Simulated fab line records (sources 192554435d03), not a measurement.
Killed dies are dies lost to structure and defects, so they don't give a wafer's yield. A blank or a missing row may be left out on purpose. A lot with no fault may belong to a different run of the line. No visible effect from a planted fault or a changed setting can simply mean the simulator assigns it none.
fab line records | flow n5-finfet | part 1 of 2: steps 1 to 29 of 43
record lots=5 | wafers=15 | last-day=16
route steps=1938 shown ZERO_LAYER@3 WELL_APT@20
lots untouched by any fault: they come from a run of this same line in which no faults occurred
start-h: hours from the record's first day to the start of the lot's first wafer shown | wait-h: how many hours have passed since the lot's step before this one | " same as the row above | L1.1+2: a single row standing in for several wafers | - value missing, or start not given | * or withheld: withheld | < > ~ a bound
route shown NAME@n: NAME is a module with steps in the file, n the number in the route of the first one | usual: mean/standard deviation taken from wafers without a fault | same: alike in all rows | chamber/n: place in a boat | sites: per-site readings | _std_site: how widely they spread, as a standard deviation | _edge_site: the outer-site mean with the inner-site mean subtracted | radius-mm: how far each site lies from the wafer's centre | mask NAME#n: copy n | behind: tool/chamber where the wafer was last shaped | hold: why the lot was held/for how many hours/how that ended | device: which transistor (n, p or np) failed to switch | end of line: the tests these same wafers got at the end of their route | where a step has no rows: the recipe by itself | killed: count of dies lost to structure and defects at first sort (not the wafer's yield) | map: a wafer's dies, x killed, . not, _ none there
set.NAME: the setting that was run; set.NAME@STEP: the one run at that earlier step | model.NAME: the simulator's own value behind a step, which no gauge read
a table for each step, a row for each wafer; lots at some steps of the route
services: a tool's chamber out of use, with start hour (start-h, from the record's first day; less than 0 if before it), hours out, and reason
## steps
# step N5_ZERO_LAYER_SRD_01
# recipe time-s=30 | temp-c=23 | rinse-liquid=diw | dry=n2-spin | spin-rpm=1500 | dry-time-s=30
lot.wafer  | tool         | chamber | start-h | wait-h
L080.3+5+6 | wet-bench-01 | 5,4,6   | 48.23   | 0.0
L083.3+5+6 | wet-bench-02 | 7,6,3   | 66.23   | 0.0
L084.2+4+5 | wet-bench-04 | 2,6,3   | 72.40   | 0.0
L090.2+4+6 | wet-bench-01 | 4,3,5   | 108.23  | 0.0
L094.1+3+4 | wet-bench-04 | 3,6,2   | 132.23  | 0.0
# step N5_ZERO_LAYER_PECVD_02
# recipe material=SiO2 | target-thk-a=100 | temp-c=400 | precursor=SiH4/N2O | pressure-torr=0.75 | rf-w=275 | time-s=6
# usual heater-power-w=736/130 | showerhead-plenum-p-Torr=8.18/0.17
lot.wafer | tool     | chamber | start-h | wait-h | heater-power-w | showerhead-plenum-p-Torr
L080.3    | pecvd-02 | 0       | 48.28   | 0.0    | 908            | 8.45
L080.5    | "        | 1       | "       | "      | 682            | 8.18
L080.6    | "        | 0       | "       | "      | 889            | 8.44
L083.3    | pecvd-01 | 1       | 66.28   | 0.0    | 898            | 8.21
L083.5    | "        | 2       | "       | "      | 950            | 8.36
L083.6    | "        | 0       | "       | "      | 666            | 8.11
L084.2    | pecvd-03 | 1       | 72.47   | 0.0    | 898            | 8.26
L084.4    | "        | 2       | "       | "      | 642            | 8.08
L084.5    | "        | 0       | "       | "      | 576            | 7.88
L090.2    | pecvd-03 | 1       | 108.28  | 0.0    | 814            | 8.27
L090.4    | "        | 1       | "       | "      | 801            | 8.29
L090.6    | "        | 0       | "       | "      | 534            | 7.87
L094.1    | pecvd-01 | 1       | 132.28  | 0.0    | 912            | 8.21
L094.3    | "        | 2       | "       | "      | 918            | 8.37
L094.4    | "        | 2       | "       | "      | 898            | 8.39
# step N5_ZERO_LAYER_HMDS_04
# recipe time-s=60 | temp-c=120
lot.wafer  | tool           | chamber | start-h | wait-h
L080.3+5+6 | litho-track-03 | 0       | 48.36   | 0.1
L083.3+5+6 | litho-track-02 | 0       | 66.36   | 0.1
L084.2+4+5 | litho-track-03 | 0       | 72.55   | 0.1
L090.2+4+6 | litho-track-01 | 0       | 108.36  | 0.1
L094.1+3+4 | litho-track-02 | 0       | 132.36  | 0.1
# step N5_ZERO_LAYER_COAT_05
# recipe spin-rpm=1500 | resist-thk-nm=1000
# usual spin-speed-rpm=1500.0/1
lot.wafer | tool           | chamber | start-h | wait-h | spin-speed-rpm
L080.3    | litho-track-03 | 0       | -       | -      | 1501.3
L080.5    | "              | 0       | "       | "      | 1500.9
L080.6    | "              | 0       | "       | "      | 1500.1
L083.3    | litho-track-02 | 0       | -       | -      | 1498.9
L083.5    | "              | 0       | "       | "      | 1500.2
L083.6    | "              | 0       | "       | "      | 1498.5
L084.2    | litho-track-03 | 0       | -       | -      | 1500.4
L084.4    | "              | 0       | "       | "      | 1498.4
L084.5    | "              | 0       | "       | "      | 1497.7
L090.2    | litho-track-01 | 0       | -       | -      | 1499.2
L090.4    | "              | 0       | "       | "      | 1500.0
L090.6    | "              | 0       | "       | "      | 1500.8
L094.1    | litho-track-02 | 0       | -       | -      | 1499.9
L094.3    | "              | 0       | "       | "      | 1499.7
L094.4    | "              | 0       | "       | "      | 1500.2
# step N5_ZERO_LAYER_EBR_07
# recipe solvent=PGMEA | ebr-width-mm=1.5
lot.wafer  | tool           | chamber | start-h | wait-h
L080.3+5+6 | litho-track-03 | 0       | -       | -
L083.3+5+6 | litho-track-02 | 0       | -       | -
L084.2+4+5 | litho-track-03 | 0       | -       | -
L090.2+4+6 | litho-track-01 | 0       | -       | -
L094.1+3+4 | litho-track-02 | 0       | -       | -
# step N5_ZERO_LAYER_SOFTBAKE_06
# recipe temp-c=100 | time-s=90
lot.wafer  | tool           | chamber | start-h | wait-h
L080.3+5+6 | litho-track-03 | 0       | -       | -
L083.3+5+6 | litho-track-02 | 0       | -       | -
L084.2+4+5 | litho-track-03 | 0       | -       | -
L090.2+4+6 | litho-track-01 | 0       | -       | -
L094.1+3+4 | litho-track-02 | 0       | -       | -
# step N5_ZERO_LAYER_EXPOSE_08
# recipe mask-id=ZERO | na=0.55 | source-shape=conventional | sigma-outer=0.8 | polarization=unpolarized | defocus-nm=0 | target-cd-nm=2000 | dose-mj=16.2
# same na=0.55
lot.wafer  | tool           | chamber | start-h | wait-h | mask
L080.3+5+6 | krf-scanner-02 | 0       | 48.60   | -      | ZERO#0
L083.3+5+6 | krf-scanner-02 | 0       | 66.48   | -      | ZERO#0
L084.2+4+5 | krf-scanner-01 | 0       | 72.78   | -      | ZERO#0
L090.2+4+6 | krf-scanner-02 | 0       | 108.60  | -      | ZERO#0
L094.1+3+4 | krf-scanner-02 | 0       | 132.47  | -      | ZERO#0
# step N5_ZERO_LAYER_PEB_09
# recipe peb-temp-c=withheld | peb-time-s=*
lot.wafer  | tool           | chamber | start-h | wait-h
L080.3+5+6 | litho-track-03 | 0       | 48.65   | 0.0
L083.3+5+6 | litho-track-02 | 0       | 66.53   | 0.0
L084.2+4+5 | litho-track-01 | 0       | 72.84   | 0.0
L090.2+4+6 | litho-track-03 | 0       | 108.65  | 0.0
L094.1+3+4 | litho-track-03 | 0       | 132.52  | 0.1
# step N5_ZERO_LAYER_DEVELOP_10
# recipe develop-time-s=60 | rinse-liquid=diw | dry=air-spin | dev-temp-c=21
lot.wafer  | tool           | chamber | start-h | wait-h
L080.3+5+6 | litho-track-03 | 0       | -       | -
L083.3+5+6 | litho-track-02 | 0       | -       | -
L084.2+4+5 | litho-track-01 | 0       | -       | -
L090.2+4+6 | litho-track-03 | 0       | -       | -
L094.1+3+4 | litho-track-03 | 0       | -       | -
# step N5_ZERO_LAYER_HARDBAKE_23
# recipe temp-c=130 | time-s=120
lot.wafer  | tool           | chamber | start-h | wait-h
L080.3+5+6 | litho-track-03 | 0       | -       | -
L083.3+5+6 | litho-track-02 | 0       | -       | -
L084.2+4+5 | litho-track-01 | 0       | -       | -
L090.2+4+6 | litho-track-03 | 0       | -       | -
L094.1+3+4 | litho-track-03 | 0       | -       | -
# step N5_ZERO_LAYER_CD_MEAS_11
# recipe target-cd-nm=2000 | landing-energy-ev=500 | detector=se-inlens
# usual cd-nm=2001.0/2.1
lot.wafer | tool      | chamber | start-h | wait-h | cd-nm
L080.3    | cd-sem-01 | 0       | 48.77   | -      | 2000.1
L080.5    | "         | 0       | "       | "      | 2001.8
L080.6    | "         | 0       | "       | "      | 1999.0
L083.3    | cd-sem-03 | 0       | 66.65   | -      | 2000.4
L083.5    | "         | 0       | "       | "      | 2003.7
L083.6    | "         | 0       | "       | "      | 2002.6
L084.2    | cd-sem-01 | 0       | 72.96   | -      | 2001.0
L084.4    | "         | 0       | "       | "      | 2004.3
L084.5    | "         | 0       | "       | "      | 2000.1
L090.2    | cd-sem-02 | 0       | 108.77  | -      | 1998.8
L090.4    | "         | 0       | "       | "      | 1997.9
L090.6    | "         | 0       | "       | "      | 1998.9
L094.1    | cd-sem-01 | 0       | 132.64  | -      | 1996.8
L094.3    | "         | 0       | "       | "      | 1997.5
L094.4    | "         | 0       | "       | "      | 1998.6
# step N5_ZERO_LAYER_DESCUM_16
# recipe chemistry=O2 | time-s=7.9 | source-power-w=50 | bias-power-w=20 | pressure-mtorr=20 | rf-frequency-hz=2.712e+07 | temp-c=40 | o2-flow-sccm=225
# usual drypump-motor-current-A=5.7/0.5 | oes-product-au=0.77/0.072 | rf-vpp-V=243.6/1.7 | showerhead-plenum-p-Torr=2.11/0.092 | throttle-valve-pct=20.47/0.24
lot.wafer | tool        | chamber | start-h | wait-h | drypump-motor-current-A | oes-product-au | rf-hours-counter-h | rf-vpp-V | showerhead-plenum-p-Torr | throttle-valve-pct
L080.3    | rie-diel-02 | 0       | 48.81   | 0.0    | 5.2                     | 0.79           | 110                | 245.4    | 2.20                     | 20.76
L080.5    | "           | 0       | "       | "      | 5.2                     | 0.79           | -                  | 245.6    | 2.20                     | 20.77
L080.6    | "           | 3       | "       | "      | 5.5                     | 0.79           | -                  | 245.2    | 2.18                     | 20.46
L083.3    | rie-diel-05 | 1       | 66.68   | 0.0    | 5.7                     | 0.93           | 14                 | 242.4    | 2.15                     | 20.44
L083.5    | "           | 0       | "       | "      | 6.1                     | 0.73           | -                  | 243.6    | 1.98                     | 20.53
L083.6    | "           | 1       | "       | "      | 5.7                     | 0.94           | -                  | 243.2    | 2.15                     | 20.46
L084.2    | rie-diel-02 | 3       | 72.99   | 0.0    | 5.5                     | 0.78           | 115                | 245.4    | 2.18                     | 20.48
L084.4    | "           | 1       | "       | "      | 5.6                     | 0.70           | 221                | 241.7    | 1.98                     | 20.89
L084.5    | "           | 3       | "       | "      | 5.5                     | 0.78           | -                  | 244.8    | 2.18                     | 20.49
L090.2    | rie-diel-06 | 2       | 108.80  | 0.0    | 5.9                     | 0.67           | 220                | 242.3    | 2.06                     | 20.65
L090.4    | "           | 0       | "       | "      | 5.1                     | 0.76           | 132                | 241.3    | 2.00                     | 20.31
L090.6    | "           | 3       | "       | "      | 6.5                     | 0.76           | -                  | 245.1    | 2.18                     | 20.23
L094.1    | rie-diel-05 | 1       | 132.99  | 0.3    | 5.7                     | 0.90           | 32                 | 243.4    | 2.14                     | 20.47
L094.3    | "           | 3       | "       | "      | 5.6                     | 0.75           | 149                | 244.1    | 2.19                     | 20.24
L094.4    | "           | 0       | "       | "      | 6.2                     | 0.72           | 212                | 240.1    | 1.97                     | 20.58
# step N5_ZERO_LAYER_ETCH_17
# recipe chemistry=CF4 | target=SiO2 | target-depth-a=120 | time-s=13.3 | ion-energy-ev=350 | pressure-mtorr=40 | source-w=450 | bias-w=215 | Ar_flow_sccm=100 | cf4-flow-sccm=100
# usual drypump-motor-current-A=5.6/0.5 | oes-product-au=0.77/0.065 | rf-vpp-V=950/5.4 | showerhead-plenum-p-Torr=2.16/0.088 | throttle-valve-pct=15.72/0.24
lot.wafer | tool        | chamber | start-h | wait-h | drypump-motor-current-A | oes-product-au | rf-hours-counter-h | rf-vpp-V | showerhead-plenum-p-Torr | throttle-valve-pct
L080.3    | rie-diel-02 | 0       | 48.84   | 0.0    | 5.2                     | 0.78           | 110                | 955      | 2.23                     | 15.95
L080.5    | "           | 0       | "       | "      | 5.2                     | 0.77           | -                  | 955      | 2.23                     | 15.93
L080.6    | "           | 3       | "       | "      | 5.5                     | 0.78           | -                  | 955      | 2.24                     | 15.78
L083.3    | rie-diel-05 | 1       | 66.72   | 0.0    | 5.7                     | 0.92           | 14                 | 950      | 2.18                     | 15.52
L083.5    | "           | 0       | "       | "      | 6.2                     | 0.75           | -                  | 943      | 2.04                     | 15.85
L083.6    | "           | 1       | "       | "      | 5.7                     | 0.92           | -                  | 951      | 2.18                     | 15.52
L084.2    | rie-diel-02 | 3       | 73.03   | 0.0    | 5.5                     | 0.77           | 115                | 954      | 2.24                     | 15.81
L084.4    | "           | 1       | "       | "      | 5.7                     | 0.70           | 221                | 943      | 2.02                     | 16.05
L084.5    | "           | 3       | "       | "      | 5.5                     | 0.77           | -                  | 955      | 2.24                     | 15.81
L090.2    | rie-diel-06 | 2       | 108.84  | 0.0    | 5.9                     | 0.70           | 220                | 947      | 2.12                     | 15.98
L090.4    | "           | 0       | "       | "      | 5.1                     | 0.76           | 132                | 944      | 2.05                     | 15.63
L090.6    | "           | 3       | "       | "      | 6.5                     | 0.75           | -                  | 956      | 2.23                     | 15.47
L094.1    | rie-diel-05 | 1       | 133.02  | 0.0    | 5.7                     | 0.88           | 32                 | 950      | 2.18                     | 15.56
L094.3    | "           | 3       | "       | "      | 5.6                     | 0.74           | 149                | 955      | 2.23                     | 15.47
L094.4    | "           | 0       | "       | "      | 6.2                     | 0.74           | 212                | 943      | 2.03                     | 15.89
# step N5_ZERO_LAYER_ETCH_18
# recipe chemistry=HBr/Cl2 | target=Si | target-depth-a=1200 | time-s=40 | pressure-mtorr=10 | icp-w=800 | bias-w=75 | HBr_flow_sccm=150 | Cl2_flow_sccm=80
# usual drypump-motor-current-A=6.1/0.57 | oes-product-au=1.007/0.0097 | throttle-valve-pct=36.4/0.35
lot.wafer | tool      | chamber | start-h | wait-h | drypump-motor-current-A | oes-product-au | rf-hours-counter-h | throttle-valve-pct
L080.3    | rie-si-02 | 2       | 48.91   | 0.0    | 6.7                     | 0.995          | 106                | 35.9
L080.5    | "         | 1       | "       | "      | 6.8                     | 1.002          | -                  | 36.7
L080.6    | "         | 0       | "       | "      | 6.4                     | 1.014          | -                  | 37.0
L083.3    | rie-si-02 | 2       | 66.79   | 0.0    | 6.7                     | 1.005          | 106                | 35.9
L083.5    | "         | 3       | "       | "      | 5.9                     | 0.997          | -                  | 36.3
L083.6    | "         | 0       | "       | "      | 6.4                     | 1.013          | -                  | 37.0
L084.2    | rie-si-03 | 1       | 73.10   | 0.0    | 5.7                     | 1.004          | 13                 | 36.1
L084.4    | "         | 3       | "       | "      | 5.3                     | 1.034          | 6                  | 36.4
L084.5    | "         | 0       | "       | "      | 4.7                     | 0.997          | -                  | 36.2
L090.2    | rie-si-02 | 3       | 108.91  | 0.0    | 5.9                     | 1.004          | 90                 | 36.3
L090.4    | "         | 0       | "       | "      | 6.4                     | 1.018          | 53                 | 37.0
L090.6    | "         | 3       | "       | "      | 5.9                     | 1.005          | -                  | 36.3
L094.1    | rie-si-02 | 1       | 133.10  | 0.0    | 6.8                     | 1.007          | 54                 | 36.7
L094.3    | "         | 2       | "       | "      | 6.7                     | 1.010          | 108                | 35.9
L094.4    | "         | 0       | "       | "      | 6.4                     | 1.016          | 54                 | 37.0
# step N5_ZERO_LAYER_STRIP_24
# recipe chemistry=O2 | power-w=1000 | temp-c=250 | overash-fraction=0.3 | pressure-mtorr=1000 | o2-flow-sccm=6750
# usual drypump-motor-current-A=5.9/0.68 | heater-power-w=348/21 | oes-product-au=0.647/0.0047 | strip-time-to-endpoint-s=43.84/0.077
lot.wafer | tool            | chamber | start-h | wait-h | drypump-motor-current-A | heater-power-w | oes-product-au | rf-hours-counter-h | strip-time-to-endpoint-s
L080.3    | plasma-asher-02 | 0       | 49.04   | 0.1    | 6.8                     | 325            | 0.649          | -                  | 43.91
L080.5    | "               | 0       | "       | "      | 6.8                     | 335            | 0.650          | -                  | 43.82
L080.6    | "               | 1       | "       | "      | 5.7                     | 384            | 0.645          | -                  | 43.88
L083.3    | plasma-asher-01 | 1       | 66.91   | 0.1    | 4.8                     | 333            | 0.654          | -                  | 43.90
L083.5    | "               | 1       | "       | "      | 4.8                     | 334            | 0.644          | -                  | 43.83
L083.6    | "               | 0       | "       | "      | 6.1                     | 339            | 0.651          | -                  | 43.95
L084.2    | plasma-asher-01 | 1       | 73.20   | 0.1    | 4.9                     | 335            | 0.651          | 82                 | 43.69
L084.4    | "               | 1       | "       | "      | 4.9                     | 338            | 0.644          | -                  | 43.68
L084.5    | "               | 1       | "       | "      | 4.9                     | 340            | 0.644          | -                  | 43.72
L090.2    | plasma-asher-02 | 0       | 109.02  | 0.1    | 6.8                     | 336            | 0.650          | 42                 | 43.91
L090.4    | "               | 1       | "       | "      | 5.7                     | 379            | 0.646          | -                  | 43.76
L090.6    | "               | 0       | "       | "      | 6.8                     | 330            | 0.648          | -                  | 43.84
L094.1    | plasma-asher-02 | 1       | 133.20  | 0.1    | 5.7                     | 380            | 0.652          | 45                 | 43.92
L094.3    | "               | 0       | "       | "      | 6.8                     | 329            | 0.647          | -                  | 43.96
L094.4    | "               | 1       | "       | "      | 5.7                     | 381            | 0.650          | -                  | 43.88
# step N5_ZERO_LAYER_STRIP_19
# recipe chemistry=SPM | time-s=900 | temp-c=130 | h2so4-h2o2-vol-ratio=4 | dry=ipa-marangoni
# usual bath-guard-temp-C=130.0/0.53
lot.wafer | tool         | chamber | start-h | wait-h | bath-guard-temp-C
L080.3    | wet-bench-01 | 2       | 49.11   | 0.0    | 129.6
L080.5    | "            | 7       | "       | "      | 130.8
L080.6    | "            | 0       | "       | "      | 129.1
L083.3    | wet-bench-02 | 2       | 66.98   | 0.0    | 129.6
L083.5    | "            | 5       | "       | "      | 129.9
L083.6    | "            | 1       | "       | "      | 129.0
L084.2    | wet-bench-01 | 7       | 73.29   | 0.1    | 130.6
L084.4    | "            | 3       | "       | "      | 130.5
L084.5    | "            | 2       | "       | "      | 129.5
L090.2    | wet-bench-01 | 3       | 109.10  | 0.1    | 130.5
L090.4    | "            | 2       | "       | "      | 129.9
L090.6    | "            | 0       | "       | "      | 129.1
L094.1    | wet-bench-04 | 3       | 133.29  | 0.1    | 130.0
L094.3    | "            | 5       | "       | "      | 129.5
L094.4    | "            | 0       | "       | "      | 130.6
# step N5_ZERO_LAYER_INSPECT_20
# recipe inspect-instrument=darkfield | mode=post-clean
# usual raw-defect-count=33/13
lot.wafer | tool              | chamber | start-h | wait-h | raw-defect-count
L080.3    | defect-inspect-01 | -       | 49.38   | 0.0    | 46
L080.5    | "                 | -       | "       | "      | 43
L080.6    | "                 | -       | "       | "      | 54
L083.3    | defect-inspect-01 | -       | 67.26   | 0.0    | 23
L083.5    | "                 | -       | "       | "      | 46
L083.6    | "                 | -       | "       | "      | 33
L084.2    | defect-inspect-01 | -       | 73.57   | 0.0    | 65
L084.4    | "                 | -       | "       | "      | 24
L084.5    | "                 | -       | "       | "      | 50
L090.2    | defect-inspect-02 | -       | 109.38  | 0.0    | 38
L090.4    | "                 | -       | "       | "      | 41
L090.6    | "                 | -       | "       | "      | 17
L094.1    | defect-inspect-02 | -       | 133.56  | 0.0    | 20
L094.3    | "                 | -       | "       | "      | 50
L094.4    | "                 | -       | "       | "      | 25
# step N5_WELL_APT_HMDS_01
# recipe time-s=60 | temp-c=120
lot.wafer  | tool           | chamber | start-h | wait-h
L080.3+5+6 | litho-track-02 | 0       | 49.41   | 0.0
L083.3+5+6 | litho-track-05 | 0       | 67.29   | 0.0
L084.2+4+5 | litho-track-05 | 0       | 73.60   | 0.0
L090.2+4+6 | litho-track-04 | 0       | 109.41  | 0.0
L094.1+3+4 | litho-track-02 | 0       | 133.59  | 0.0
# step N5_WELL_APT_COAT_02
# recipe spin-rpm=1357 | resist-thk-nm=950
# usual spin-speed-rpm=1357.2/1.1
lot.wafer | tool           | chamber | start-h | wait-h | spin-speed-rpm
L080.3    | litho-track-02 | 0       | -       | -      | 1356.4
L080.5    | "              | 0       | "       | "      | 1355.7
L080.6    | "              | 0       | "       | "      | 1356.5
L083.3    | litho-track-05 | 0       | -       | -      | 1355.9
L083.5    | "              | 0       | "       | "      | 1356.8
L083.6    | "              | 0       | "       | "      | 1355.0
L084.2    | litho-track-05 | 0       | -       | -      | 1358.2
L084.4    | "              | 0       | "       | "      | 1356.5
L084.5    | "              | 0       | "       | "      | 1357.5
L090.2    | litho-track-04 | 0       | -       | -      | 1358.3
L090.4    | "              | 0       | "       | "      | 1356.8
L090.6    | "              | 0       | "       | "      | 1357.4
L094.1    | litho-track-02 | 0       | -       | -      | 1358.0
L094.3    | "              | 0       | "       | "      | 1356.7
L094.4    | "              | 0       | "       | "      | 1357.5
# step N5_WELL_APT_EBR_04
# recipe solvent=PGMEA | ebr-width-mm=1.5
lot.wafer  | tool           | chamber | start-h | wait-h
L080.3+5+6 | litho-track-02 | 0       | -       | -
L083.3+5+6 | litho-track-05 | 0       | -       | -
L084.2+4+5 | litho-track-05 | 0       | -       | -
L090.2+4+6 | litho-track-04 | 0       | -       | -
L094.1+3+4 | litho-track-02 | 0       | -       | -
# step N5_WELL_APT_SOFTBAKE_03
# recipe temp-c=130 | time-s=60
lot.wafer  | tool           | chamber | start-h | wait-h
L080.3+5+6 | litho-track-02 | 0       | -       | -
L083.3+5+6 | litho-track-05 | 0       | -       | -
L084.2+4+5 | litho-track-05 | 0       | -       | -
L090.2+4+6 | litho-track-04 | 0       | -       | -
L094.1+3+4 | litho-track-02 | 0       | -       | -
# step N5_WELL_APT_EXPOSE_05
# recipe mask-id=NWELL | na=0.8 | source-shape=conventional | sigma-outer=0.8 | polarization=unpolarized | defocus-nm=0 | target-cd-nm=200 | dose-mj=20.3
# same na=0.8
lot.wafer  | tool           | chamber | start-h | wait-h | mask
L080.3+5+6 | krf-scanner-02 | 0       | 49.52   | -      | NWELL#0
L083.3+5+6 | krf-scanner-02 | 0       | 67.53   | -      | NWELL#0
L084.2+4+5 | krf-scanner-02 | 0       | 73.71   | -      | NWELL#0
L090.2+4+6 | krf-scanner-01 | 0       | 109.64  | -      | NWELL#0
L094.1+3+4 | krf-scanner-01 | 0       | 133.69  | -      | NWELL#0
# step N5_WELL_APT_PEB_06
# recipe peb-temp-c=130 | peb-time-s=90
lot.wafer  | tool           | chamber | start-h | wait-h
L080.3+5+6 | litho-track-05 | 0       | 49.57   | 0.0
L083.3+5+6 | litho-track-02 | 0       | 67.57   | 0.0
L084.2+4+5 | litho-track-02 | 0       | 73.76   | 0.0
L090.2+4+6 | litho-track-02 | 0       | 109.69  | 0.0
L094.1+3+4 | litho-track-04 | 0       | 133.75  | 0.1
# step N5_WELL_APT_DEVELOP_07
# recipe develop-time-s=45 | rinse-liquid=surfactant-rinse | dry=air-spin | dev-temp-c=21
lot.wafer  | tool           | chamber | start-h | wait-h
L080.3+5+6 | litho-track-05 | 0       | -       | -
L083.3+5+6 | litho-track-02 | 0       | -       | -
L084.2+4+5 | litho-track-02 | 0       | -       | -
L090.2+4+6 | litho-track-02 | 0       | -       | -
L094.1+3+4 | litho-track-04 | 0       | -       | -
# step N5_WELL_APT_HARDBAKE_12
# recipe temp-c=130 | time-s=120
lot.wafer  | tool           | chamber | start-h | wait-h
L080.3+5+6 | litho-track-05 | 0       | -       | -
L083.3+5+6 | litho-track-02 | 0       | -       | -
L084.2+4+5 | litho-track-02 | 0       | -       | -
L090.2+4+6 | litho-track-02 | 0       | -       | -
L094.1+3+4 | litho-track-04 | 0       | -       | -
# step N5_WELL_APT_CD_MEAS_08
# recipe target-cd-nm=200 | landing-energy-ev=500 | detector=se-inlens
# usual cd-nm=199.8/1.9
lot.wafer | tool      | chamber | start-h | wait-h | cd-nm
L080.3    | cd-sem-03 | 0       | 49.69   | -      | 200.9
L080.5    | "         | 0       | "       | "      | 199.7
L080.6    | "         | 0       | "       | "      | 201.2
L083.3    | cd-sem-03 | 0       | 67.69   | -      | 202.0
L083.5    | "         | 0       | "       | "      | 201.8
L083.6    | "         | 0       | "       | "      | 201.2
L084.2    | cd-sem-03 | 0       | 73.87   | -      | 200.7
L084.4    | "         | 0       | "       | "      | 201.6
L084.5    | "         | 0       | "       | "      | 200.7
L090.2    | cd-sem-03 | 0       | 109.81  | -      | 203.1
L090.4    | "         | 0       | "       | "      | 201.8
L090.6    | "         | 0       | "       | "      | 202.2
L094.1    | cd-sem-03 | 0       | 133.87  | -      | 199.1
L094.3    | "         | 0       | "       | "      | 196.6
L094.4    | "         | 0       | "       | "      | 197.0
# step N5_WELL_APT_OVL_MEAS_09
# recipe points-per-wafer=44
# usual NWELL_OVL=-5/5.2
lot.wafer | tool       | chamber | start-h | wait-h | NWELL_OVL[nm]
L080.3    | overlay-02 | 0       | 49.71   | 0.0    | 0
L080.5    | "          | 0       | "       | "      | -1
L080.6    | "          | 0       | "       | "      | 7
L083.3    | overlay-01 | 0       | 67.72   | 0.0    | -2
L083.5    | "          | 0       | "       | "      | 2
L083.6    | "          | 0       | "       | "      | -6
L084.2    | overlay-01 | 0       | 73.90   | 0.0    | -2
L084.4    | "          | 0       | "       | "      | -2
L084.5    | "          | 0       | "       | "      | -3
L090.2    | overlay-02 | 0       | 109.84  | 0.0    | -6
L090.4    | "          | 0       | "       | "      | -6
L090.6    | "          | 0       | "       | "      | -8
L094.1    | overlay-01 | 0       | 133.90  | 0.0    | -9
L094.3    | "          | 0       | "       | "      | -14
L094.4    | "          | 0       | "       | "      | -10
# step N5_WELL_APT_INSPECT_10
# recipe mode=adi | inspect-instrument=macro
# usual raw-defect-count=2.0/1.3
lot.wafer | tool              | chamber | start-h | wait-h | raw-defect-count
L080.3    | defect-inspect-01 | -       | 49.74   | 0.0    | 1
L080.5    | "                 | -       | "       | "      | 4
L080.6    | "                 | -       | "       | "      | 4
L083.3    | defect-inspect-02 | -       | 67.74   | 0.0    | 2
L083.5    | "                 | -       | "       | "      | 0
L083.6    | "                 | -       | "       | "      | 2
L084.2    | defect-inspect-01 | -       | 73.93   | 0.0    | 1
L084.4    | "                 | -       | "       | "      | 3
L084.5    | "                 | -       | "       | "      | 0
L090.2    | defect-inspect-01 | -       | 109.86  | 0.0    | 0
L090.4    | "                 | -       | "       | "      | 2
L090.6    | "                 | -       | "       | "      | 1
L094.1    | defect-inspect-01 | -       | 133.92  | 0.0    | 2
L094.3    | "                 | -       | "       | "      | 2
L094.4    | "                 | -       | "       | "      | 4
# step N5_WELL_APT_DESCUM_13
# recipe chemistry=O2 | time-s=7.9 | source-power-w=50 | bias-power-w=20 | pressure-mtorr=20 | rf-frequency-hz=2.712e+07 | temp-c=40 | o2-flow-sccm=225
# usual drypump-motor-current-A=5.6/0.43 | oes-product-au=0.78/0.065 | rf-vpp-V=243.8/1.2 | showerhead-plenum-p-Torr=2.13/0.062 | throttle-valve-pct=20.34/0.21
lot.wafer | tool        | chamber | start-h | wait-h | drypump-motor-current-A | oes-product-au | rf-hours-counter-h | rf-vpp-V | showerhead-plenum-p-Torr | throttle-valve-pct
L080.3    | rie-diel-04 | 2       | 49.77   | 0.0    | 6.1                     | 0.73           | 193                | 244.6    | 2.09                     | 20.31
L080.5    | "           | 0       | "       | "      | 6.1                     | 0.78           | -                  | 244.0    | 2.12                     | 20.71
L080.6    | "           | 2       | "       | "      | 6.1                     | 0.73           | -                  | 243.8    | 2.09                     | 20.28
L083.3    | rie-diel-01 | 0       | 67.78   | 0.0    | 5.8                     | 0.80           | 121                | 242.6    | 2.12                     | 20.35
L083.5    | "           | 1       | "       | "      | 5.1                     | 0.72           | -                  | 244.0    | 2.19                     | 20.51
L083.6    | "           | 0       | "       | "      | 5.8                     | 0.80           | -                  | 242.1    | 2.12                     | 20.35
L084.2    | rie-diel-04 | 0       | 73.96   | 0.0    | 6.1                     | 0.77           | 133                | 243.5    | 2.11                     | 20.71
L084.4    | "           | 2       | "       | "      | 6.1                     | 0.72           | 201                | 244.0    | 2.09                     | 20.32
L084.5    | "           | 2       | "       | "      | 6.1                     | 0.72           | -                  | 242.7    | 2.09                     | 20.32
L090.2    | rie-diel-01 | 0       | 109.90  | 0.0    | 5.8                     | 0.78           | 136                | 241.8    | 2.11                     | 20.36
L090.4    | "           | 2       | "       | "      | 4.8                     | 0.74           | 153                | 242.5    | 2.02                     | 20.58
L090.6    | "           | 2       | "       | "      | 4.8                     | 0.74           | -                  | 242.3    | 2.02                     | 20.57
L094.1    | rie-diel-01 | 3       | 133.95  | 0.0    | 6.1                     | 0.86           | 27                 | 246.1    | 2.20                     | 20.04
L094.3    | "           | 0       | "       | "      | 5.8                     | 0.79           | 143                | 243.1    | 2.11                     | 20.36
L094.4    | "           | 1       | "       | "      | 5.1                     | 0.69           | -                  | 243.9    | 2.18                     | 20.53
